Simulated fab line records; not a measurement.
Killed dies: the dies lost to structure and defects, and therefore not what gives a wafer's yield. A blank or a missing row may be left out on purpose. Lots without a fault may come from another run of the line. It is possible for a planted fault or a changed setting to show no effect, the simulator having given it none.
fab line records ; flow nand_harc
[record] lots = 6; wafers = 18; last_day = 31
route steps=1302 shown A_CONTACT@993 END@1302
lots with no fault: from the same line, run without faults
start_h: hours from the record's opening day to when the first of the lot's shown wafers began ; wait_h: time in hours since the lot's previous step ; " unchanged from the row above ; L1.1+2: a single row standing in for several wafers ; - either no value or no given start ; * or withheld: withheld ; < > ~ a bound
route shown NAME@n: a module of which the file shows steps, and the number in the route of the first ; usual: mean/standard deviation taken from wafers without a fault ; same: alike in all rows ; chamber/n: place in a boat ; sites: the reading at each site ; _std_site: the standard deviation of these ; _edge_site: the outer-site mean with the inner-site mean subtracted ; radius_mm: for every site, how far away it sits from the centre of the wafer ; mask NAME#n: copy n ; behind: the tool/chamber that last shaped the wafer ; hold: the reason the lot was held/the length of the hold in hours/how it ended ; device: whichever transistor did not switch (one of n, p or np) ; end of line: tests run on the same wafers once the route is complete ; a step with no rows: only its recipe ; killed: the dies lost at the first sort to structure and to defects; this is not the yield of the wafer ; map: shows each die of a wafer: x if killed, . if not, _ if none is there
set.NAME: setting as actually run; set.NAME@STEP: the setting as run at that earlier step ; model.NAME: the simulator's own value behind a step, which no gauge read
lots at some steps of the route; a table a step, a row a wafer
services: a tool's chamber out of use, with start hour (start_h, from the record's first day; less than 0 if before it), hours out, and reason
[[steps]]
[step NHARC_A_CONTACT_EBR_38]
[step NHARC_A_CONTACT_EXPOSE_39]
[recipe] na = 1.35; sigma_outer = 0.8; dose_mj = 58.79; mask_id = A_CC_3
[step NHARC_A_CONTACT_PEB_40]
[recipe] peb_temp_c = 100; peb_time_s = 65
[step NHARC_A_CONTACT_DEVELOP_41]
[recipe] develop_time_s = 35; dev_temp_c = 23
[step NHARC_A_CONTACT_CD_MEAS_42]
[recipe] target_cd_nm = 300; landing_energy_ev = 500
[usual] cd_nm = 299.9/0.47
lot.wafer;tool;chamber;start_h;wait_h;cd_nm
L497.2;cd_sem-01;0;503.70;-;299.5
L497.5;cd_sem-01;0;503.70;-;299.7
L497.6;cd_sem-01;0;503.70;-;300.1
L500.2;cd_sem-01;0;593.05;-;299.6
L500.4;cd_sem-01;0;593.05;-;300.0
L500.6;cd_sem-01;0;593.05;-;300.2
L506.1;cd_sem-02;0;600.92;-;299.7
L506.2;cd_sem-02;0;600.92;-;299.5
L506.6;cd_sem-02;0;600.92;-;300.1
L502.1;cd_sem-03;0;608.53;-;299.3
L502.3;cd_sem-03;0;608.53;-;300.3
L502.6;cd_sem-03;0;608.53;-;300.7
L501.2;cd_sem-02;0;629.94;-;299.9
L501.4;cd_sem-02;0;629.94;-;298.8
L501.6;cd_sem-02;0;629.94;-;299.3
L509.3;cd_sem-03;0;638.95;-;299.5
L509.4;cd_sem-03;0;638.95;-;299.8
L509.6;cd_sem-03;0;638.95;-;299.4
[step NHARC_A_CONTACT_OVL_MEAS_43]
[usual] overlay_x_nm = 0.0/0.97; overlay_y_nm = -0.4/0.77
lot.wafer;tool;chamber;start_h;wait_h;overlay_x_nm;overlay_y_nm
L497.2;overlay-02;-;503.78;-;-0.8;-0.9
L497.5;overlay-02;-;503.78;-;-1.3;-0.5
L497.6;overlay-02;-;503.78;-;-1.3;-0.4
L500.2;overlay-01;-;593.13;-;0.3;-0.7
L500.4;overlay-01;-;593.13;-;0.2;0.0
L500.6;overlay-01;-;593.13;-;0.2;-0.4
L506.1;overlay-01;-;601.01;-;0.7;-0.1
L506.2;overlay-01;-;601.01;-;0.9;-1.2
L506.6;overlay-01;-;601.01;-;0.6;-0.4
L502.1;overlay-01;-;608.62;-;-0.5;-0.4
L502.3;overlay-01;-;608.62;-;-1.0;0.3
L502.6;overlay-01;-;608.62;-;-0.9;0.4
L501.2;overlay-02;-;630.04;-;0.2;1.0
L501.4;overlay-02;-;630.04;-;0.3;2.1
L501.6;overlay-02;-;630.04;-;-0.4;1.5
L509.3;overlay-02;-;639.03;-;-0.9;-0.4
L509.4;overlay-02;-;639.03;-;-1.3;-0.8
L509.6;overlay-02;-;639.03;-;-1.1;-0.6
[step NHARC_A_CONTACT_INSPECT_44]
[usual] raw_defect_count = 74/32
lot.wafer;tool;chamber;start_h;wait_h;raw_defect_count
L497.2;defect_inspect-02;-;503.82;0.0;115
L497.5;defect_inspect-02;-;503.82;0.0;106
L497.6;defect_inspect-02;-;503.82;0.0;110
L500.2;defect_inspect-01;-;593.17;0.0;80
L500.4;defect_inspect-01;-;593.17;0.0;85
L500.6;defect_inspect-01;-;593.17;0.0;71
L506.1;defect_inspect-01;-;601.04;0.0;84
L506.2;defect_inspect-01;-;601.04;0.0;86
L506.6;defect_inspect-01;-;601.04;0.0;93
L502.1;defect_inspect-01;-;608.66;0.0;75
L502.3;defect_inspect-01;-;608.66;0.0;87
L502.6;defect_inspect-01;-;608.66;0.0;95
L501.2;defect_inspect-01;-;630.07;0.0;58
L501.4;defect_inspect-01;-;630.07;0.0;63
L501.6;defect_inspect-01;-;630.07;0.0;57
L509.3;defect_inspect-02;-;639.07;0.0;55
L509.4;defect_inspect-02;-;639.07;0.0;42
L509.6;defect_inspect-02;-;639.07;0.0;54
[step NHARC_A_CONTACT_DESCUM_47]
[recipe] time_s = 3; o2_flow_sccm = 200; ar_flow_sccm = 0; bias_power_w = 0; chemistry = O2
[step NHARC_A_CONTACT_ETCH_48]
[recipe] target_depth_a = 390; over_etch_frac = 0.3; time_s = 65; ion_energy_ev = 80; cf4_flow_sccm = 150; ar_flow_sccm = 0; rf_w = 300; bias_w = 100; chemistry = CF4
[step NHARC_A_CONTACT_ETCH_49]
[recipe] target_depth_a = 2600; over_etch_frac = 0.3; time_s = 475.3; ion_energy_ev = 200; n2_flow_sccm = 150; h2_flow_sccm = 150; ar_flow_sccm = 0; rf_w = 400; bias_w = 150; chemistry = N2/H2
[step NHARC_A_CONTACT_ETCH_50]
[recipe] target_depth_a = 1210; time_s = 60.5; cf4_flow_sccm = 100; chf3_flow_sccm = 30; ar_flow_sccm = 0; rf_w = 500; bias_w = 200; chemistry = CF4/CHF3
[usual] chamber_pressure_mTorr = 24.998/0.022; drypump_motor_current_A = 5.8/0.58; oes_product_au = 0.947/0.023; rf_vpp_V = 370.1/2.3; showerhead_plenum_p_Torr = 1.56/0.062; throttle_valve_pct = 16.802/0.0097
[same] time_s = 60.5
lot.wafer;tool;chamber;start_h;wait_h;chamber_pressure_mTorr;drypump_motor_current_A;oes_product_au;rf_hours_counter_h;rf_vpp_V;showerhead_plenum_p_Torr;throttle_valve_pct
L497.2;rie_diel-04;0;-;-;24.986;6.2;0.970;25;375.3;1.66;16.809
L497.5;rie_diel-04;0;-;-;25.056;6.3;0.952;-;374.7;1.66;16.800
L497.6;rie_diel-04;1;-;-;24.990;5.7;0.978;-;371.6;1.61;16.800
L500.2;rie_diel-04;0;-;-;24.989;6.3;0.965;2;372.8;1.66;16.799
L500.4;rie_diel-04;2;-;-;24.988;5.2;0.958;2;367.4;1.50;16.796
L500.6;rie_diel-04;0;-;-;25.016;6.3;0.983;-;372.3;1.66;16.808
L506.1;rie_diel-04;2;-;-;24.975;5.1;0.945;4;368.9;1.50;16.807
L506.2;rie_diel-04;0;-;-;24.989;6.3;0.958;4;373.4;1.66;16.797
L506.6;rie_diel-04;2;-;-;24.985;5.1;0.945;-;367.2;1.50;16.820
L502.3;rie_diel-04;1;-;-;24.982;5.6;0.981;7;372.8;1.60;16.799
L502.1;rie_diel-04;2;-;-;25.019;5.2;0.988;7;367.4;1.50;16.802
L502.6;rie_diel-04;0;-;-;24.987;6.3;0.973;-;372.7;1.66;16.811
L501.4;rie_diel-01;0;-;-;25.019;6.8;0.929;18;371.5;1.61;16.783
L501.2;rie_diel-01;2;-;-;25.002;4.8;0.919;25;369.4;1.53;16.811
L501.6;rie_diel-01;1;-;-;25.014;6.4;0.927;-;367.3;1.48;16.795
L509.4;rie_diel-01;1;-;-;24.997;6.3;0.922;29;367.4;1.48;16.806
L509.3;rie_diel-01;3;-;-;25.013;6.1;0.914;22;368.4;1.53;16.811
L509.6;rie_diel-01;1;-;-;25.020;6.4;0.925;-;366.7;1.48;16.783
[step NHARC_A_CONTACT_ETCH_51]
[recipe] target_depth_a = 70000; over_etch_frac = 0.3; time_s = 1820; ion_energy_ev = 150; o2_flow_sccm = 400; cos_flow_sccm = 20; ar_flow_sccm = 0; rf_w = 500; bias_w = 300; chemistry = O2/COS
[step NHARC_A_CONTACT_ETCH_111]
[recipe] source_w = withheld; pressure_mtorr = 20; bias_v = withheld; time_s = 140; target_depth_a = 7000; ar_flow_sccm = withheld; c4f8_flow_sccm = withheld; o2_flow_sccm = withheld; chemistry = C4F8/O2/Ar
[usual] chamber_pressure_mTorr = 20.000/0.018
[same] time_s = 140
lot.wafer;tool;chamber;start_h;wait_h;chamber_pressure_mTorr;rf_hours_counter_h
L497.2;har_cap_etch-03;0;505.72;-;20.008;38
L497.6;har_cap_etch-03;1;505.72;-;20.023;-
L497.5;har_cap_etch-03;0;505.72;-;20.030;-
L500.2;har_cap_etch-01;1;595.09;-;19.975;6
L500.4;har_cap_etch-01;1;595.09;-;20.017;-
L500.6;har_cap_etch-01;1;595.09;-;20.052;-
L506.2;har_cap_etch-02;0;603.09;-;19.988;95
L506.1;har_cap_etch-02;1;603.09;-;19.998;95
L506.6;har_cap_etch-02;1;603.09;-;19.968;-
L502.1;har_cap_etch-02;1;610.57;-;19.983;97
L502.3;har_cap_etch-02;1;610.57;-;20.006;-
L502.6;har_cap_etch-02;0;610.57;-;19.957;-
L501.2;har_cap_etch-01;0;633.67;-;19.999;15
L501.4;har_cap_etch-01;1;633.67;-;20.007;-
L501.6;har_cap_etch-01;0;633.67;-;19.990;-
L509.3;har_cap_etch-02;1;641.03;-;19.995;-
L509.4;har_cap_etch-02;0;641.03;-;19.999;-
L509.6;har_cap_etch-02;1;641.03;-;19.975;-
[step NHARC_A_CONTACT_ETCH_112]
[recipe] source_w = withheld; pressure_mtorr = 20; bias_v = 3000; time_s = 190; target_depth_a = 18500; ar_flow_sccm = withheld; c4f8_flow_sccm = withheld; o2_flow_sccm = withheld; chemistry = C4F8/O2/Ar
[step NHARC_A_CONTACT_ETCH_113]
[recipe] source_w = withheld; pressure_mtorr = 20; bias_v = 3000; time_s = 190; target_depth_a = 18500; ar_flow_sccm = withheld; c4f8_flow_sccm = withheld; o2_flow_sccm = withheld; chemistry = C4F8/O2/Ar
[step NHARC_A_CONTACT_ETCH_114]
[recipe] source_w = withheld; pressure_mtorr = 20; bias_v = 3000; time_s = 190; target_depth_a = 18500; ar_flow_sccm = withheld; c4f8_flow_sccm = withheld; o2_flow_sccm = withheld; chemistry = C4F8/O2/Ar
[step NHARC_A_CONTACT_ETCH_115]
[recipe] source_w = withheld; pressure_mtorr = 20; bias_v = 3000; time_s = 190; target_depth_a = 18500; ar_flow_sccm = withheld; c4f8_flow_sccm = withheld; o2_flow_sccm = withheld; chemistry = C4F8/O2/Ar
[step NHARC_A_CONTACT_ETCH_116]
[recipe] source_w = withheld; pressure_mtorr = 20; bias_v = 3000; time_s = 190; target_depth_a = 18500; ar_flow_sccm = withheld; c4f8_flow_sccm = withheld; o2_flow_sccm = withheld; chemistry = C4F8/O2/Ar
[step NHARC_A_CONTACT_ETCH_117]
[recipe] source_w = withheld; pressure_mtorr = 20; bias_v = 3000; time_s = 190; target_depth_a = 18500; ar_flow_sccm = withheld; c4f8_flow_sccm = withheld; o2_flow_sccm = withheld; chemistry = C4F8/O2/Ar
[step NHARC_A_CONTACT_ETCH_118]
[recipe] source_w = withheld; pressure_mtorr = 20; bias_v = 3000; time_s = 190; target_depth_a = 18500; ar_flow_sccm = withheld; c4f8_flow_sccm = withheld; o2_flow_sccm = withheld; chemistry = C4F8/O2/Ar
[step NHARC_A_CONTACT_ETCH_119]
[recipe] source_w = withheld; pressure_mtorr = 20; bias_v = 3000; time_s = 190; target_depth_a = 18500; ar_flow_sccm = withheld; c4f8_flow_sccm = withheld; o2_flow_sccm = withheld; chemistry = C4F8/O2/Ar
[step NHARC_A_CONTACT_ETCH_120]
[recipe] source_w = withheld; pressure_mtorr = 20; bias_v = 3000; time_s = 190; target_depth_a = 18500; ar_flow_sccm = withheld; c4f8_flow_sccm = withheld; o2_flow_sccm = withheld; chemistry = C4F8/O2/Ar
[step NHARC_A_CONTACT_ETCH_121]
[recipe] source_w = withheld; pressure_mtorr = 20; bias_v = 3000; time_s = 190; target_depth_a = 18500; ar_flow_sccm = withheld; c4f8_flow_sccm = withheld; o2_flow_sccm = withheld; chemistry = C4F8/O2/Ar
[step NHARC_A_CONTACT_ETCH_122]
[recipe] source_w = withheld; pressure_mtorr = 20; bias_v = 3000; time_s = 190; target_depth_a = 18500; ar_flow_sccm = withheld; c4f8_flow_sccm = withheld; o2_flow_sccm = withheld; chemistry = C4F8/O2/Ar
[step NHARC_A_CONTACT_ETCH_123]
[recipe] source_w = withheld; pressure_mtorr = 20; bias_v = 400; time_s = 490; target_depth_a = 21100; ar_flow_sccm = withheld; c4f8_flow_sccm = 11.5; o2_flow_sccm = 7.2; chemistry = C4F8/O2/Ar
[usual] chamber_pressure_mTorr = 19.998/0.02
[same] time_s = 490
lot.wafer;tool;chamber;start_h;wait_h;chamber_pressure_mTorr;rf_hours_counter_h
L497.2;har_cap_etch-03;0;507.86;0.2;20.026;40
L497.6;har_cap_etch-03;1;507.86;0.2;19.991;-
L497.5;har_cap_etch-03;0;507.86;0.2;20.027;-
L500.2;har_cap_etch-01;1;597.21;0.2;19.975;8
L500.4;har_cap_etch-01;1;597.21;0.2;20.015;-
L500.6;har_cap_etch-01;1;597.21;0.2;20.016;-
L506.2;har_cap_etch-02;0;605.16;0.1;19.982;97
L506.1;har_cap_etch-02;1;605.16;0.1;19.959;97
L506.6;har_cap_etch-02;1;605.16;0.1;20.048;-
L502.1;har_cap_etch-02;1;612.71;0.2;20.005;99
L502.3;har_cap_etch-02;1;612.71;0.2;20.008;-
L502.6;har_cap_etch-02;0;612.71;0.2;20.019;-
L501.2;har_cap_etch-01;0;635.81;0.2;19.992;17
L501.4;har_cap_etch-01;1;635.81;0.2;20.037;-
L501.6;har_cap_etch-01;0;635.81;0.2;20.033;-
L509.3;har_cap_etch-02;1;643.22;0.3;20.003;-
L509.4;har_cap_etch-02;0;643.22;0.3;20.002;-
L509.6;har_cap_etch-02;1;643.22;0.3;19.991;-
[step NHARC_A_CONTACT_ETCH_90]
[recipe] target_depth_a = 400; over_etch_frac = 0.5; time_s = 85.7; ion_energy_ev = 120; ch3f_flow_sccm = 50; o2_flow_sccm = 30; ar_flow_sccm = 200; rf_w = 500; bias_w = 100; chemistry = CH3F/O2
[usual] chamber_pressure_mTorr = 24.997/0.021; drypump_motor_current_A = 5.8/0.6; oes_product_au = 0.94/0.031; rf_vpp_V = 243.7/1.6; showerhead_plenum_p_Torr = 2.42/0.098; throttle_valve_pct = 20.664/0.009
[same] time_s = 85.7
lot.wafer;tool;chamber;start_h;wait_h;chamber_pressure_mTorr;drypump_motor_current_A;oes_product_au;rf_hours_counter_h;rf_vpp_V;showerhead_plenum_p_Torr;throttle_valve_pct
L497.2;rie_diel-04;3;508.76;0.8;25.018;6.2;0.92;27;245.8;2.50;20.659
L497.5;rie_diel-04;1;508.76;0.8;25.019;5.6;0.92;-;244.5;2.51;20.649
L497.6;rie_diel-04;0;508.76;0.8;25.029;6.4;0.92;-;247.6;2.60;20.659
L500.4;rie_diel-01;1;598.16;0.7;24.977;6.4;0.99;13;242.1;2.31;20.668
L500.2;rie_diel-01;2;598.16;0.7;25.001;4.8;1.00;12;242.0;2.40;20.666
L500.6;rie_diel-01;3;598.16;0.7;25.028;6.2;1.00;-;243.8;2.40;20.668
L506.1;rie_diel-01;1;606.14;0.8;24.988;6.4;0.99;15;240.8;2.31;20.665
L506.2;rie_diel-01;3;606.14;0.8;24.963;6.2;0.98;10;243.7;2.40;20.676
L506.6;rie_diel-01;1;606.14;0.8;24.996;6.3;0.99;-;241.9;2.31;20.661
L502.1;rie_diel-10;3;613.61;0.8;25.028;5.4;1.01;3;245.7;2.57;20.682
L502.3;rie_diel-10;1;613.61;0.8;24.988;5.8;1.00;2;241.1;2.29;20.671
L502.6;rie_diel-10;3;613.61;0.8;24.991;5.3;1.01;-;245.9;2.57;20.676
L501.4;rie_diel-04;1;636.70;0.7;25.010;5.6;1.00;14;242.9;2.50;20.667
L501.2;rie_diel-04;2;636.70;0.7;24.989;5.2;1.00;14;241.8;2.34;20.666
L501.6;rie_diel-04;1;636.70;0.7;25.000;5.6;1.00;-;244.6;2.50;20.645
L509.4;rie_diel-04;1;644.02;0.6;24.973;5.6;0.97;15;245.9;2.50;20.661
L509.3;rie_diel-04;3;644.02;0.6;24.996;6.2;0.98;16;244.8;2.49;20.662
L509.6;rie_diel-04;1;644.02;0.6;25.000;5.6;0.98;-;246.1;2.50;20.671
[step NHARC_A_CONTACT_ETCH_96]
[recipe] target_depth_a = 200; over_etch_frac = 0.5; time_s = 10; ion_energy_ev = 250; c4f6_flow_sccm = 25; o2_flow_sccm = 20; ar_flow_sccm = 500; rf_w = 600; bias_w = 500; chemistry = C4F6/O2
[usual] chamber_pressure_mTorr = 29.999/0.027; drypump_motor_current_A = 5.8/0.6; oes_product_au = 0.961/0.025; rf_vpp_V = 546/3.1; showerhead_plenum_p_Torr = 3.89/0.14; throttle_valve_pct = 26.903/0.0093
[same] time_s = 10
lot.wafer;tool;chamber;start_h;wait_h;chamber_pressure_mTorr;drypump_motor_current_A;oes_product_au;rf_hours_counter_h;rf_vpp_V;showerhead_plenum_p_Torr;throttle_valve_pct
L497.2;rie_diel-04;1;508.92;0.1;29.998;5.7;0.946;26;548;4.00;26.893
L497.6;rie_diel-04;3;508.92;0.1;30.015;6.2;0.957;-;548;3.99;26.921
L497.5;rie_diel-04;0;508.92;0.1;30.063;6.3;0.946;-;551;4.13;26.910
L500.4;rie_diel-01;2;-;-;29.972;4.8;0.994;12;545;3.83;26.910
L500.2;rie_diel-01;1;-;-;29.983;6.4;0.992;13;543;3.71;26.896
L500.6;rie_diel-01;3;-;-;30.002;6.2;0.988;-;545;3.84;26.885
L506.2;rie_diel-01;3;-;-;29.963;6.2;0.996;10;546;3.84;26.915
L506.1;rie_diel-01;1;-;-;29.999;6.4;0.991;15;543;3.71;26.901
L506.6;rie_diel-01;3;-;-;30.028;6.2;0.994;-;544;3.83;26.895
L502.1;rie_diel-10;0;-;-;29.982;5.4;1.004;2;543;3.79;26.900
L502.3;rie_diel-10;1;-;-;30.027;5.9;0.991;2;542;3.67;26.908
L502.6;rie_diel-10;3;-;-;29.963;5.4;1.016;-;550;4.09;26.905
L501.2;rie_diel-04;3;-;-;30.013;6.2;0.995;14;548;3.98;26.893
L501.4;rie_diel-04;2;-;-;30.002;5.2;1.000;14;543;3.75;26.894
L501.6;rie_diel-04;3;-;-;29.987;6.3;0.998;-;548;3.98;26.895
L509.4;rie_diel-04;0;-;-;30.008;6.4;0.997;16;550;4.12;26.900
L509.3;rie_diel-04;1;-;-;30.023;5.7;0.974;15;547;3.99;26.909
L509.6;rie_diel-04;0;-;-;29.986;6.4;1.005;-;552;4.12;26.917
[step NHARC_A_CONTACT_CD_MEAS_53]
[usual] cd_nm = 289.5/0.83
lot.wafer;tool;chamber;start_h;wait_h;cd_nm
L497.2;cd_sem-02;-;509.00;-;289.9
L497.5;cd_sem-02;-;509.00;-;290.1
L497.6;cd_sem-02;-;509.00;-;290.5
L500.2;cd_sem-02;-;598.35;-;289.2
L500.4;cd_sem-02;-;598.35;-;288.6
L500.6;cd_sem-02;-;598.35;-;289.9
L506.1;cd_sem-02;-;606.36;-;290.0
L506.2;cd_sem-02;-;606.36;-;290.4
L506.6;cd_sem-02;-;606.36;-;290.4
L502.1;cd_sem-02;-;613.82;-;287.5
L502.3;cd_sem-02;-;613.82;-;288.2
L502.6;cd_sem-02;-;613.82;-;287.2
L501.2;cd_sem-03;-;636.92;-;289.6
L501.4;cd_sem-03;-;636.92;-;290.3
L501.6;cd_sem-03;-;636.92;-;289.7
L509.3;cd_sem-03;-;644.25;-;289.4
L509.4;cd_sem-03;-;644.25;-;289.7
L509.6;cd_sem-03;-;644.25;-;289.7
[step NHARC_A_CONTACT_STRIP_99]
[recipe] n2_flow_sccm = 150; h2_flow_sccm = 150; ar_flow_sccm = 0; bias_w = 0; chemistry = N2/H2
[step NHARC_A_CONTACT_STRIP_100]
[recipe] cf4_flow_sccm = 100; chf3_flow_sccm = 30; ar_flow_sccm = 0; bias_w = 0; chemistry = CF4/CHF3
[step NHARC_A_CONTACT_STRIP_101]
[recipe] o2_flow_sccm = 400; cos_flow_sccm = 20; ar_flow_sccm = 0; bias_w = 0; chemistry = O2/COS
[step NHARC_A_CONTACT_ETCH_102]
[recipe] target_depth_a = 1000; overetch_a = 100; time_s = 55; ion_energy_ev = 100; cf4_flow_sccm = 80; o2_flow_sccm = 20; ar_flow_sccm = 0; rf_w = 300; bias_w = 100; chemistry = CF4/O2
[step NHARC_A_CONTACT_STRIP_55]
[recipe] o2_flow_sccm = 500; ar_flow_sccm = 0; bias_w = 0; chemistry = O2
[usual] chamber_pressure_mTorr = 60.00/0.055; drypump_motor_current_A = 5.9/0.62; oes_product_au = 0.999/0.0087; rf_vpp_V = 57.7/0.92; showerhead_plenum_p_Torr = 3.50/0.14; throttle_valve_pct = 17.036/0.0097
lot.wafer;tool;chamber;start_h;wait_h;chamber_pressure_mTorr;drypump_motor_current_A;oes_product_au;rf_hours_counter_h;rf_vpp_V;showerhead_plenum_p_Torr;throttle_valve_pct
L497.2;rie_diel-04;3;-;-;59.95;6.2;1.012;27;59.0;3.59;17.044
L497.5;rie_diel-04;1;-;-;60.05;5.6;1.006;-;58.6;3.60;17.047
L497.6;rie_diel-04;3;-;-;59.93;6.2;0.997;-;57.1;3.59;17.034
L500.2;rie_diel-01;1;-;-;60.07;6.3;0.993;13;57.1;3.33;17.039
L500.4;rie_diel-01;0;-;-;60.00;6.7;1.014;9;58.6;3.61;17.040
L500.6;rie_diel-01;1;-;-;60.00;6.4;1.001;-;57.0;3.33;17.036
L506.2;rie_diel-04;0;-;-;60.02;6.4;1.007;6;58.7;3.71;17.052
L506.1;rie_diel-04;3;-;-;59.83;6.3;1.000;6;57.1;3.58;17.032
L506.6;rie_diel-04;1;-;-;59.96;5.7;1.002;-;58.9;3.59;17.052
L502.3;rie_diel-04;1;-;-;60.01;5.6;0.998;8;57.8;3.59;17.046
L502.1;rie_diel-04;3;-;-;59.92;6.2;0.994;8;57.6;3.58;17.031
L502.6;rie_diel-04;1;-;-;59.96;5.6;0.993;-;57.2;3.59;17.030
L501.4;rie_diel-04;0;-;-;60.00;6.3;1.006;15;58.8;3.71;17.026
L501.2;rie_diel-04;2;-;-;59.93;5.2;1.006;14;57.0;3.37;17.044
L501.6;rie_diel-04;1;-;-;60.04;5.7;1.003;-;57.4;3.59;17.039
L509.3;rie_diel-01;0;-;-;60.02;6.7;1.003;21;58.5;3.60;17.029
L509.4;rie_diel-01;2;-;-;60.06;4.8;0.985;28;57.6;3.44;17.038
L509.6;rie_diel-01;0;-;-;60.01;6.7;1.013;-;57.6;3.60;17.051
[step NHARC_A_CONTACT_STRIP_56]
[recipe] time_s = 600; temp_c = 30; chemistry = post_etch_residue_remover
[step NHARC_A_CONTACT_DEP_57]
[recipe] target_thk_a = 53000; temp_c = 400; material = aC
[step NHARC_A_CONTACT_DEP_58]
[recipe] target_thk_a = 900; target_thk_nm = 90; temp_c = 400; pressure_torr = 3.5; flow_sccm = 200; rf_w = 350; material = SiON
[step NHARC_A_CONTACT_DEHYDRATE_59]
[recipe] temp_c = 150; time_s = 120
[step NHARC_A_CONTACT_HMDS_60]
[recipe] time_s = 30
[step NHARC_A_CONTACT_COAT_61]
[recipe] temp_c = 260; time_s = 75
[step NHARC_A_CONTACT_COAT_62]
[recipe] temp_c = 225; time_s = 65
[step NHARC_A_CONTACT_COAT_63]
[recipe] spin_rpm = 1500; resist_thk_nm = 90
[step NHARC_A_CONTACT_SOFTBAKE_64]
[recipe] temp_c = 105; time_s = 55
[step NHARC_END_SORT_01]
[recipe] temp_c = 25
[usual] killed_at_array = 54/18; killed_at_other = 0.9/1.2; killed_at_periphery = 4.4/2.9; killed_dies = 59/18; killed_open = 3.2/1.8; killed_short = 2.6/1.8
[same] gross_dies = 677
lot.wafer;tool;chamber;start_h;wait_h;killed_at_array;killed_at_other;killed_at_periphery;killed_dies;killed_open;killed_short
L506.1;prober-01;0;684.62;2.5;59;1;4;64;1;2
L502.6;prober-02;0;694.30;4.0;146;2;10;158;3;5
L509.3;prober-02;0;729.79;3.1;50;0;5;55;4;3
L509.4;prober-02;0;730.58;3.4;113;1;2;116;2;2
L509.6;prober-02;0;732.16;4.0;50;1;2;53;4;3
// killed by level:class
L506.1 A_CHANNEL_HOLE_D1:chamber_film_flake=28 A_CHANNEL_HOLE_D2:chamber_film_flake=19 A_CONTACT:chamber_film_flake=4 P_STI:chamber_film_flake=2 A_SGD_CUT:chamber_film_flake=2 A_SLIT:chamber_film_flake=2 A_BLC:chamber_film_flake=2 P_STI:geometric_particle:short=1
L502.6 A_CONTACT:unspecified=89 A_CHANNEL_HOLE_D1:chamber_film_flake=22 A_CHANNEL_HOLE_D2:chamber_film_flake=14 P_STI:chamber_film_flake=6 A_CONTACT:chamber_film_flake=6 A_WL_FILL:geometric_particle:short=3 P_M2:chamber_film_flake=3 A_SLIT:chamber_film_flake=3
L509.3 A_CHANNEL_HOLE_D2:chamber_film_flake=19 A_CHANNEL_HOLE_D1:chamber_film_flake=10 A_SLIT:chamber_film_flake=7 A_CONTACT:chamber_film_flake=5 P_BONDPAD:chamber_film_flake=4 A_M0:geometric_particle:open=2 P_M0:geometric_particle:short=1 A_CHANNEL_FILL_D1:geometric_particle:short=1
L509.4 A_CONTACT:unspecified=84 A_CHANNEL_HOLE_D2:chamber_film_flake=16 A_CHANNEL_HOLE_D1:chamber_film_flake=4 A_SLIT:chamber_film_flake=3 P_M0:geometric_particle:open=1 A_WL_FILL:geometric_particle:short=1 A_M0:geometric_particle:open=1 P_BONDPAD:chamber_film_flake=1
L509.6 A_CHANNEL_HOLE_D2:chamber_film_flake=18 A_CHANNEL_HOLE_D1:chamber_film_flake=9 A_SLIT:chamber_film_flake=6 A_CONTACT:chamber_film_flake=5 A_DECK1_JOINT:chamber_film_flake=2 P_M0:geometric_particle:short=1 A_SOURCE_PLATE:geometric_particle:open=1 A_ONON_D1:geometric_particle:open=1
// map L502.6 (x killed, . not)
____________.____________
_________xxx...._________
_______xxxxxx....._______
______x.xxxxx....x.______
_____x..xxx.......x._____
____...xxxxx.x.......____
____.x...x...........____
___.......xx..........___
___..x................___
__.....................__
__................xx...__
_......................._
_......x...x........x..._
_...xxx.x.x..........x.._
_....xxxxxx............._
_x..xx...xx............._
....xxxxxxxx.............
.....xxxxxxxx..x..x......
.x.x.xxxxxxxxx...........
....xxxxxxxx.x...........
.....xxxxxxxxx...x.......
_...xxxxxxxxx..x...x...._
_....xxxxxxxx..........._
_...xxxxxxxxxx.........._
_....xxxxxxxx..........._
_.....xxxxxx............_
__.....x.xx............__
__.....xx..............__
___....x..............___
___.......x...........___
____.................____
____........x........____
_____...xx.x........_____
______.............______
_______..xx......._______
_________......._________
____________.____________
// map L509.4 (x killed, . not)
____________.____________
_________......._________
_______..x.x......_______
______.............______
_____..............._____
____............xx...____
____.................____
___...x...............___
___...................___
__.....................__
__.....................__
_......................._
_......................._
_..............x........_
_........x.............._
_.......x..x............_
..x..xx.xxx..............
......xxxxxxx............
......xxxxxxx............
......xxxxxxx.x..........
....x.xxxxxxxx....x......
_...x.xxxxxxxx...x.x...._
_....xxxxxxxx....x.x...._
_.....xxxxxxxx...xx....._
_.....xxxxxxx.....x....._
_....xxxxxx.x..xx.xxx..._
__.......xx.x..xx...x..__
__......x........x.....__
___.....x.x......xxx.x___
___....xx.......x.....___
____.................____
____.................____
_____..............._____
______.............______
_______...x......._______
_________......._________
____________.____________
[[services]]
tool;chamber;start_h;hours;kind
rie_diel-10;0;483.51;6.6;repair
rie_diel-04;0;487.04;-;clean
rie_diel-04;1;487.04;-;clean
rie_diel-04;2;487.04;-;clean
rie_diel-04;3;487.04;-;clean
har_cap_etch-01;-;497.00;17.0;pm
rie_diel-04;2;506.30;5.7;repair
rie_diel-04;0;511.60;-;clean
rie_diel-04;1;511.60;-;clean
rie_diel-04;3;511.60;-;clean
rie_diel-04;-;532.13;9.0;pm
rie_diel-04;0;532.13;9.0;vent_cycle
rie_diel-04;1;532.13;9.0;vent_cycle
rie_diel-04;2;532.13;9.0;vent_cycle
rie_diel-04;3;532.13;9.0;vent_cycle
rie_diel-04;0;541.13;-;clean
rie_diel-04;1;541.13;-;clean
rie_diel-04;2;541.13;-;clean
rie_diel-04;3;541.13;-;clean
rie_diel-01;-;557.80;9.0;pm
rie_diel-10;-;596.76;9.0;pm
har_cap_etch-02;-;619.11;1.3;repair
rie_diel-01;0;619.70;6.1;repair
rie_diel-10;1;643.14;7.1;repair
[[key]]
[first_sign] step = NHARC_END_SORT_01; reading = killed_dies; direction = up; sigmas = 4.2; usual = 59; struck = 137
[effect] step = NHARC_END_SORT_01; reading = killed_at_array; direction = up; sigmas = 4.1; usual = 54; struck = 130
[more_kills_born_at] NHARC_A_CONTACT_ETCH_111@har_cap_etch-02 = 170
met_at NHARC_A_CONTACT_ETCH_111
struck_wafers L502.6,L509.4
tester_left_out L502,L509
onset_between 603.09 610.57
[fault] kind = chamber_particle_source; tool = har_cap_etch-02; chamber = 0; onset_h = 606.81; steps = NHARC_A_CONTACT_ETCH_111; rate_per_visit_cm2 = 0.84034; end_h = 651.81
// tester_left_out: of these lots the tester's yield and bins aren't shown, on N5 and GAA mostly nor the transistor test; their killed dies are dies lost to structure and defects alone, not to doping, threshold or leakage, so they don't give the yield
